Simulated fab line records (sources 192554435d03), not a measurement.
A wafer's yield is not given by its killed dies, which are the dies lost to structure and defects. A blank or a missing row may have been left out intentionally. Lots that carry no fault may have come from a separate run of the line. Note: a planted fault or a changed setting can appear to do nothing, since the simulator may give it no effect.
Problem report, 8D (eight disciplines) form, completed by code || flow n5 finfet || the parts of the form that need people (team, actions taken, sign-off) are left out

== 1. THE ISSUE ==
Wafers without a fault read 21.6 s, standard deviation 0.48; etch rf on time s at N5_MOL_CONTACT_COAG_ETCH_90 reads a mean of 13.0 s on 6 wafers belonging to 2 lots. Relative to the usual mean, that is a shift of -18 standard deviations.
The step: etches SiARC in CF4, target depth 13 nm, time 21.7 s.
First observed at day 9 17:46: wafer L585.1, on rie diel-05. Wafers with a number at this step in the record: 24, from 8 lots. By rule, "out" or "out of limits" means more than 4 standard deviations away from the usual mean. The other wafers with a number count as sound.

== 2. WHAT THIS IS AND IS NOT ==
{"question": "which readings at this step", "is": "etch rf on time s", "is not": "cf4 flow sccm, drypump motor current A, rf vpp V, showerhead plenum p Torr, throttle valve pct"}
{"question": "which lots", "is": "L585, L587", "is not": "L571, L572, L574, L588, L589, L590"}
{"question": "which wafers of those lots", "is": "all that have a number", "is not": "-"}
{"question": "read on which tools", "is": "rie diel-05", "is not": "rie diel-03, rie diel-06"}
{"question": "when", "is": "from day 9 17:46", "is not": "up to then (9 sound wafers); but 9 sound wafers of L588, L589, L590 came after"}

== 3. THE SUSPECTS, EACH WITH WHAT RULES IT OUT ==
Counting: any tool at a process step up to the reading is kept as a suspect provided that every lot that is out went through it and no sound lot did after the first of them.
- rie diel-05 at N5_MOL_CONTACT_COAG_DESCUM_88 (chemistry O2, time 7 s): kept. All lots that are out passed through it, beginning with L585 at day 9 17:43, and no sound lot followed; its final sound lot before that point was L574 at day 6 23:41.
- rie diel-05 at N5_MOL_CONTACT_COAG_ETCH_90 (etches SiARC in CF4, target depth 13 nm, time 21.7 s): kept. All lots that are out passed through it, beginning with L585 at day 9 17:46, and no sound lot followed; its final sound lot before that point was L574 at day 6 23:44. Its own etch rf on time s readings are out on those wafers.
Left after counting: rie diel-05 at N5_MOL_CONTACT_COAG_DESCUM_88, rie diel-05 at N5_MOL_CONTACT_COAG_ETCH_90.

== 4. THE CAUSE (what the simulator had put in) ==
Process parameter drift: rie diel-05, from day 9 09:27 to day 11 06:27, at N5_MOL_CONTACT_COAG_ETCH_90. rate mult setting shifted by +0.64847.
Of the 2 suspects that counting leaves, this tool is one.

== 5. THE CHAIN OF EFFECTS, in route order ==
Each row: a reading where the mean over the struck wafers with a number is more than 3 standard deviations away from the usual. Only readings for which the record gives a usual standard deviation are gone through. hours: the time from each lot's start at the first step in this table that gives one to its start at this step, as a median over the lots. sigmas: the change in usual standard deviations.
{"hours": 0, "step": "N5_MOL_CONTACT_COAG_ETCH_90", "reading": "etch rf on time s", "usual": "21.6 s", "on struck wafers": 13.0, "change": -8.6, "sigmas": -18}
{"hours": 0, "step": "N5_MOL_CONTACT_COAG_ETCH_90", "reading": "oes product au", "usual": "0.66 a.u.", "on struck wafers": 0.91, "change": "+0.25", "sigmas": "+3.3"}
Here are the process steps it includes:
- N5_MOL_CONTACT_COAG_ETCH_90: etches SiARC in CF4, target depth 13 nm, time 21.7 s.
Later steps that measure or inspect, where all struck wafers having a row at the step show a number for every such reading and not one has moved that far: N5_BEOL_M4_RC_MEAS_101.

== 6. HOW IT WOULD HAVE BEEN CAUGHT EARLIER ==
The fault began at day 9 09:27; the first out-of-limits reading in this record came at day 9 17:46, 8 hours later.
